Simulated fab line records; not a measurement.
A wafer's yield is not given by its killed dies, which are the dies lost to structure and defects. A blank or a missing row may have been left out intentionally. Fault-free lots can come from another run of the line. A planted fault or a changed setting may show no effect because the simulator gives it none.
Struck lot and sound lot, side by side	flow n5 finfet	37 out of 1938 route steps
Sound: wafers L297.1, L297.4, L297.5. Wafers L305.2, L305.3, L305.4 were the ones struck. At the end, the cause is stated.
Per side, at each step with rows, come the tool, then ch with its chambers, and then its first start. Under that, the readings that differ: sound wafers	struck wafers	difference of the means	sigmas: that difference in standard deviations of wafers without a fault.
alike: same words and numbers on both sides, and readings whose means sit less than 2 such deviations apart. not compared: any withheld reading, any reading some wafer has no value for, any bound like >300 that may hide the same value, and any number with overlapping values for which the record gives no deviation.
Wherever a step has rows on one side only, a row that says differs or no value, or a row with sigmas, the two part there. When numbers do not overlap yet have no deviation, they are printed without sigmas and do not part them. Lack of a reading on every wafer of one side parts them only where that side has two or more wafers.

first, 9 steps without rows for these wafers: N5_BEOL_M4_ANNEAL_95 (time 240 s); N5_BEOL_M4_SPUTTER_96 (material Cu, target thk 4.5 nm, time 8.29 s); N5_BEOL_M4_ECD_50 (material Cu, target thk 300 nm); N5_BEOL_M4_ANNEAL_51 (time 90 s); N5_BEOL_M4_CMP_52 (polishes, stops on SiOC, t overpolish 6.8 s, target thk 40 nm); N5_BEOL_M4_PRE_CLEAN_60 (time 15 s); N5_BEOL_M4_CO_CAP_55 (material Co, precursor CCTBA/H2, target thk 2 nm, time 102.1 s); N5_BEOL_M4_PRE_CLEAN_56 (time 15 s); N5_BEOL_M4_DEP_57 (deposits SiCN from 3MS/NH3, target thk 8 nm, time 14 s).
N5_BEOL_M4_RC_MEAS_101:
  sound on prober-02 ch 0, day 9 07:51; struck on prober-02 ch 0, day 12 04:19
  alike: DIBL_N, DIBL_P, IOFF_N, IOFF_P, ION_N, ION_P, SS_N, SS_P, VT_N, VT_P
then, 24 steps without rows for these wafers: N5_BEOL_M5_ILD_DEP_00 (deposits SiCOH lowk from DEMS/porogen, target thk 140.64 nm, time 25.9 s); N5_BEOL_M5_CURE_79 (cures SiCOH lowk, time 240 s); N5_BEOL_M5_PECVD_70 (deposits SiO2 from TEOS/O2, target thk 16 nm, time 18 s); N5_BEOL_M5_HM_DEP_02 (deposits TiN, target thk 20 nm); N5_BEOL_M5_COAT_59 (time 60 s, resist thk 60 nm); N5_BEOL_M5_COAT_60 (time 60 s, resist thk 12 nm); N5_BEOL_M5_COAT_71 (time 60 s, resist thk 5 nm); N5_BEOL_M5_COAT_05 (resist thk 30 nm); N5_BEOL_M5_EBR_07; N5_BEOL_M5_SOFTBAKE_06 (time 60 s); N5_BEOL_M5_EXPOSE_08 (exposes mask M5, target cd 28 nm); N5_BEOL_M5_PEB_09 (peb time 60 s); N5_BEOL_M5_DEVELOP_10 (develop time 30 s); N5_BEOL_M5_DESCUM_16 (chemistry O2, time 7 s); N5_BEOL_M5_ETCH_72 (etches underlayer in N2/H2, target depth 6.5 nm, time 5.2 s); N5_BEOL_M5_ETCH_61 (etches SiARC in CF4, target depth 15.6 nm, time 26 s); N5_BEOL_M5_ETCH_62 (etches SOC in N2/H2, target depth 75 nm, overetch 15 nm, time 112.5 s); N5_BEOL_M5_STRIP_63 (strips in N2/H2); N5_BEOL_M5_STRIP_73 (strips in N2/H2); N5_BEOL_M5_STRIP_64 (strips in CF4); N5_BEOL_M5_HM_OPEN_17 (chemistry Cl2/BCl3, target TiN, target depth 20 nm, overetch 6 nm); N5_BEOL_M5_STRIP_19 (strips in O2); N5_BEOL_M5_COAT_65 (time 60 s, resist thk 60 nm); N5_BEOL_M5_COAT_66 (time 60 s, resist thk 12 nm).
N5_BEOL_M7_ALD_77: deposits TaN, target thk 2 nm, pulse time 2 s, purge time 3 s.
  sound on ald metal-04 ch 2,3, day 10 09:05; struck on ald metal-04 ch 0,1,2, day 13 06:53
reading	sound	struck	difference	sigmas
ald cycles	40 40 40	28 28 28	-12	
susceptor temp C (C)	274.94 274.84 274.98	- - -	no value on the struck wafers	
model.TaN_of_BEOL_M7_ALD_77.thk nm (nm)	2 2 2	1.4 1.4 1.4	-0.6	
  alike: heater power w
-- a jump in the record: the struck wafers' starts before and after are 2 days apart (it breaks off in module BEOL_M7 and resumes in module BEOL_M15, where the first step shown is number 1830 of the route) --
N5_BEOL_M15_RC_MEAS_101:
  sound on prober-02 ch 0, day 12 17:53; struck on prober-01 ch 0, day 15 13:40
reading	sound	struck	difference	sigmas
COMB_M6 (S/m)	3.9e-11 3.3e-11 2.7e-11	2e-11 2.2e-11 1.8e-11	-1e-11	-3
COMB_M7 (S/m)	2.7e-11 2.4e-11 2.9e-11	6.5e-11 7.8e-11 7e-11	+4.4e-11	+9
COMB_M7_max_site (S/m)	3.6e-11 3.8e-11 6.3e-11	9.3e-11 8.9e-11 8.2e-11	+4.2e-11	+5
  alike: COMB_M10, COMB_M10_max_site, COMB_M11, COMB_M12, COMB_M13, COMB_M14, COMB_M15, COMB_M5, COMB_M8, COMB_M8_max_site, COMB_M9, SERP_M10, SERP_M11, SERP_M11_max_site, SERP_M12, SERP_M13, SERP_M14, SERP_M5, SERP_M6, SERP_M6_max_site, SERP_M7, SERP_M8, SERP_M9
N5_PASSIVATION_PROBE_49:
  struck on prober-02, day 16 04:34; sound on prober-02, day 13 09:51
reading	sound	struck	difference	sigmas
killed at front end	34 42 29	53 63 66	+26	+2
killed at other	14 10 11	2 0 3	-10	-3
sort_bin_4_leakage (%)	0 0 0	0.42 0.17 0.25	+0.28	
  alike: defect limited yield, killed_at_M0_to_M3, killed_at_M4_up, killed at contacts, killed dies, killed open, killed short, sort_bin_5_function, sort_bin_6_memory, sort n pass, sort yield pct

## WHERE THEY PART
Last at N5_PASSIVATION_PROBE_49 as far as this record goes, first at N5_BEOL_M7_ALD_77.

WHY: what had been put in by the simulator
Process parameters drifting: ald metal-04 at N5_BEOL_M7_ALD_77, beginning at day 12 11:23. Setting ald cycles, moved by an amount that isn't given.
